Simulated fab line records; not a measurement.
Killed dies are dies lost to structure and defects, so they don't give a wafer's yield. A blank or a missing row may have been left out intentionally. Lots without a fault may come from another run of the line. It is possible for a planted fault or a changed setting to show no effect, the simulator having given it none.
Split-lot trial ; flow n5-finfet ; on a route of 1938 steps: 7 lots, 21 wafers read

ABOUT THE SPLIT
At N5_BEOL_M10_VIA_ETCH_34 (etches SiCOH lowk in C4F6/O2, target depth 184.5 nm, time 69.2 s), the setting time-s was moved away from the recipe's 69.2 s on 13 of the 21 wafers read, by -18.0% to +15.1%. For the rest of the wafers, this setting stayed at what the recipe calls for.

The split's own step is where the reading is taken.

THE READING
SOC_of_BEOL_M10_COAT_63.thk-nm (the simulator's own value, which no gauge read), in nm, at N5_BEOL_M10_VIA_ETCH_34 (etches SiCOH lowk in C4F6/O2, target depth 184.5 nm, time 69.2 s). No usual value for it is given in the file. Here, 8 wafers ran the recipe; their average is 92.1 nm with a standard deviation of 0.14 nm.

wafer;tool, chamber at the split;time-s as run, s;against the recipe;SOC_of_BEOL_M10_COAT_63.thk-nm, nm;against lot-mates on the recipe
L074.1;rie-diel-01, 0;79.68;+15.1%;91.4;-0.8
L074.3;rie-diel-01, 1;79.68;+15.1%;91.2;-1.0
L074.6;rie-diel-01, 1;69.2;recipe;92.2;-
L078.1;rie-diel-04, 3;76.05;+9.9%;91.4;no lot-mate on the recipe
L078.2;rie-diel-04, 2;76.05;+9.9%;91.2;no lot-mate on the recipe
L078.5;rie-diel-04, 2;76.05;+9.9%;91;no lot-mate on the recipe
L081.1;rie-diel-04, 1;69.2;recipe;92;-
L081.2;rie-diel-04, 3;69.2;recipe;92.2;-
L081.5;rie-diel-04, 1;69.2;recipe;92.2;-
L090.1;rie-diel-01, 3;63.79;-7.8%;92.6;+0.2
L090.2;rie-diel-01, 1;63.79;-7.8%;92.6;+0.2
L090.3;rie-diel-01, 2;69.2;recipe;92.4;-
L088.1;rie-diel-01, 2;56.72;-18.0%;93.6;+1.6
L088.3;rie-diel-01, 3;69.2;recipe;92;-
L088.6;rie-diel-01, 2;56.72;-18.0%;93.8;+1.8
L097.1;rie-diel-01, 0;61.3;-11.4%;93;+1.0
L097.5;rie-diel-01, 3;61.3;-11.4%;92.6;+0.6
L097.6;rie-diel-01, 0;69.2;recipe;92;-
L096.1;rie-diel-04, 1;76.83;+11.0%;90.6;-1.4
L096.2;rie-diel-04, 3;69.2;recipe;92;-
L096.4;rie-diel-04, 2;76.83;+11.0%;90.4;-1.6

FIT RESULTS
A straight line over all 21 wafers: SOC_of_BEOL_M10_COAT_63.thk-nm changes by -0.0825 nm for each +1% of time-s; r = -0.94; the points scatter about the line by 0.32 nm.
The same after taking each lot's own level away (the mean of its wafers on the recipe; 18 wafers): -0.0833 nm for each +1%; r = -0.94; scatter 0.31 nm.
On that fit, the largest move of time-s shifts the reading by 1.5 nm.
The lots' own levels span 92.00 to 92.40 nm, that is 2.9 times the standard deviation above.
Hence the lot-to-lot level has little effect on the slope; both slopes agree.
Check: for one of the wafers moved furthest among these (-18.0%), held out of the fit, the line's prediction against its lot-mates is +1.39 nm. Against them it came out at +1.6 nm.

THE WHOLE CHAIN: every reading that the file lists as answering this split, in the file's order
step;what it does;reading;change (the file's fit);r (the file's)
N5_BEOL_M10_VIA_ETCH_34;etches SiCOH lowk in C4F6/O2, target depth 184.5 nm, time 69.2 s;etch.depth-nm (the simulator's own value, which no gauge read);+1.86 nm for each +1% of the setting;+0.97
N5_BEOL_M10_VIA_ETCH_34;etches SiCOH lowk in C4F6/O2, target depth 184.5 nm, time 69.2 s;SOC_of_BEOL_M10_COAT_63.thk-nm (the simulator's own value, which no gauge read);-0.0824 nm for each +1% of the setting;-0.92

FILE'S OWN FIT
SOC_of_BEOL_M10_COAT_63.thk-nm changes by -0.0824 nm for each +1% of time-s, r = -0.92.
